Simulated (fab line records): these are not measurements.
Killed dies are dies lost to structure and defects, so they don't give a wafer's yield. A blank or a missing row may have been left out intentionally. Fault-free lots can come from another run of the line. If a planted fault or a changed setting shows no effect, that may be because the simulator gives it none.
Split-lot experiment | flow n5-finfet | 21 wafers read from 7 lots, route of 1938 steps

## THE SPLIT ITSELF
At N5_BEOL_M10_COAT_05 (resist thk 90 nm), the setting spin-rpm was moved away from the recipe's 1500 rpm on 7 of the 21 wafers read, by -7.0% to +10.2%. This setting was run at the recipe's value on the other wafers.

## FROM THE SPLIT TO THE READING: what the file shows between them, 6 steps
- N5_BEOL_M10_EBR_07
- N5_BEOL_M10_SOFTBAKE_06: time 60 s
- N5_BEOL_M10_EXPOSE_08: exposes mask M10
- N5_BEOL_M10_PEB_09: peb time 60 s
- N5_BEOL_M10_DEVELOP_10: develop time 30 s
- N5_BEOL_M10_DESCUM_16: chemistry O2, time 7.9 s

## THE READING
CAR-ArF_of_BEOL_M10_COAT_05.thk-nm (the simulator's own value, which no gauge read), in nm, at N5_BEOL_M10_ETCH_61 (etches SiARC in CF4, target depth 39 nm, time 65 s). The file gives no usual value for it. The 14 wafers here that ran the recipe average 55.5 nm, standard deviation 0.61 nm.

wafer  | tool, chamber at the split | spin-rpm as run, rpm | against the recipe | CAR-ArF_of_BEOL_M10_COAT_05.thk-nm, nm | against lot-mates on the recipe
L075.1 | litho-track-04, 0          | 1565                 | +4.3%              | 54.6                                   | -1.5
L075.4 | litho-track-04, 0          | 1500                 | recipe             | 56.4                                   | -
L075.5 | litho-track-04, 0          | 1500                 | recipe             | 55.8                                   | -
L078.1 | litho-track-03, 0          | 1500                 | recipe             | 55.4                                   | -
L078.2 | litho-track-03, 0          | 1500                 | recipe             | 55.2                                   | -
L078.4 | litho-track-03, 0          | 1500                 | recipe             | 55.2                                   | -
L084.2 | litho-track-03, 0          | 1653                 | +10.2%             | 50.2                                   | -5.6
L084.3 | litho-track-03, 0          | 1500                 | recipe             | 55.8                                   | -
L084.5 | litho-track-03, 0          | 1653                 | +10.2%             | 50                                     | -5.8
L085.2 | litho-track-03, 0          | 1500                 | recipe             | 55.6                                   | -
L085.4 | litho-track-03, 0          | 1500                 | recipe             | 54.8                                   | -
L085.6 | litho-track-03, 0          | 1635                 | +9.0%              | 51.8                                   | -3.4
L089.1 | litho-track-04, 0          | 1395                 | -7.0%              | 59.6                                   | +3.7
L089.4 | litho-track-04, 0          | 1500                 | recipe             | 55.8                                   | -
L089.5 | litho-track-04, 0          | 1500                 | recipe             | 56                                     | -
L096.1 | litho-track-02, 0          | 1597                 | +6.5%              | 52.2                                   | -2.5
L096.2 | litho-track-02, 0          | 1500                 | recipe             | 54                                     | -
L096.3 | litho-track-02, 0          | 1500                 | recipe             | 55.4                                   | -
L097.2 | litho-track-04, 0          | 1500                 | recipe             | 55.2                                   | -
L097.4 | litho-track-04, 0          | 1500                 | recipe             | 56.4                                   | -
L097.6 | litho-track-04, 0          | 1408                 | -6.1%              | 59.4                                   | +3.6

FIT RESULTS
A straight line over all 21 wafers: CAR-ArF_of_BEOL_M10_COAT_05.thk-nm changes by -0.517 nm for each +1% of spin-rpm; r = -0.96; the points scatter about the line by 0.66 nm.
The same after taking each lot's own level away (the mean of its wafers on the recipe; 21 wafers): -0.505 nm for each +1%; r = -0.98; scatter 0.53 nm.
That fit puts the effect of the largest move of spin-rpm on the reading at 5.2 nm.
The span of the lots' own levels, 54.70 to 56.10 nm, comes to 2.3 times the standard deviation stated above.
Hence the lot-to-lot level has little effect on the slope; both slopes agree.
Check: for one of the wafers moved furthest among these (+10.2%), held out of the fit, the line's prediction against its lot-mates is -4.87 nm. Against them it came out at -5.6 nm.

## THE WHOLE CHAIN: every reading that the file lists as answering this split, in the file's order
step                   | what it does                                       | reading                                                                             | change (the file's fit)               | r (the file's)
N5_BEOL_M10_COAT_05    | resist thk 90 nm                                   | CAR-ArF_of_BEOL_M10_COAT_05.thk-nm (the simulator's own value, which no gauge read) | -0.444 nm for each +1% of the setting | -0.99
N5_BEOL_M10_DEVELOP_10 | develop time 30 s                                  | CAR-ArF_of_BEOL_M10_COAT_05.thk-nm (the simulator's own value, which no gauge read) | -0.452 nm for each +1% of the setting | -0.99
N5_BEOL_M10_ETCH_61    | etches SiARC in CF4, target depth 39 nm, time 65 s | CAR-ArF_of_BEOL_M10_COAT_05.thk-nm (the simulator's own value, which no gauge read) | -0.48 nm for each +1% of the setting  | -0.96

## THE FILE'S OWN FIT
CAR-ArF_of_BEOL_M10_COAT_05.thk-nm changes by -0.48 nm for each +1% of spin-rpm, r = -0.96.
